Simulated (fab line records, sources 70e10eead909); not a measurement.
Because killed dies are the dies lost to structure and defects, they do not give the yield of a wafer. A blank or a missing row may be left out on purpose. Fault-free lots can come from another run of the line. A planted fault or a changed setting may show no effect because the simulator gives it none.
8D (eight disciplines) problem report, filled in by code / flow nand_harc / the parts of the form that need people (team, actions taken, sign-off) are left out

## 1. THE ISSUE
killed_at_array at NHARC_END_SORT_01 reads a mean of 670 on 6 wafers of 2 lots; wafers without a fault read 62 with a standard deviation of 15. Relative to the usual mean, that is a shift of +41 standard deviations.
Seen first at day 31 13:26 on prober-01, wafer L761.2. The record has a number at this step for 15 wafers belonging to 5 lots. By rule, "out" or "out of limits" means more than 4 standard deviations away from the usual mean. The other wafers with a number count as sound.

## 2. WHAT THIS IS AND IS NOT
question=which readings at this step; is=killed_at_array, defect_limited_yield, killed_dies; is not=killed_at_periphery, killed_open
question=which lots; is=L761, L767; is not=L748, L758, L759
question=which wafers of those lots; is=all that have a number; is not=-
question=read on which gauges; is=prober-01; is not=-
question=when; is=from day 31 13:26; is not=up to then (9 sound wafers)

## 3. WHAT RULES OUT EACH SUSPECT
Counting: a tool stays on the suspect list if, at a process step up to the reading, it processed all lots that are out and no sound lot following the first of them.
- the gauge at NHARC_END_SORT_01: kept. All the wafers that are out were read on prober-01, and no step on other tools shows them out.
- ecd_cu-02 at NHARC_A_BONDPAD_ECD_18 (material Cu, target thk 400 nm): kept. Every lot that is out went through it, starting with L761 (day 30 06:19), and after that it ran no sound lot; the last sound lot it ran before then is L758 (day 28 04:30).
What counting leaves: ecd_cu-02 at NHARC_A_BONDPAD_ECD_18 and prober-01 at NHARC_END_SORT_01.

## 4. THE CAUSE (what the simulator had put in)
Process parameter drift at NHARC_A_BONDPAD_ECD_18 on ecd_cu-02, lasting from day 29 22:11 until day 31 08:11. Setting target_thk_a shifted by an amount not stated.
Counting left 2 suspects, and this tool is among them.

## 5. THE CHAIN OF EFFECTS, in route order
Each row: a reading whose mean over the struck wafers that have a number lies more than 3 standard deviations from the usual. Only readings whose record carries a usual standard deviation are examined. hours: median over the lots of the time between each lot's start at the first step of this table that gives one and its start at this step. sigmas: the change, counted in usual standard deviations.
hours=0; step=NHARC_END_SORT_01; reading=defect_limited_yield; usual=90.2 %; on struck wafers=0.1; change=-90.1; sigmas=-39
hours=0; step=NHARC_END_SORT_01; reading=killed_at_array; usual=62; on struck wafers=670; change=+608; sigmas=+41
hours=0; step=NHARC_END_SORT_01; reading=killed_dies; usual=66; on struck wafers=676; change=+610; sigmas=+41

## 6. HOW IT WOULD HAVE BEEN CAUGHT EARLIER
39 hours passed between the start of the fault at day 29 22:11 and the first reading out of limits at a measuring or inspecting step in this record, taken at day 31 13:26.
Lots out: 2; all had begun NHARC_A_BONDPAD_ECD_18 on ecd_cu-02 by day 31 13:26. A hold on the tool at that time would have spared none of them.
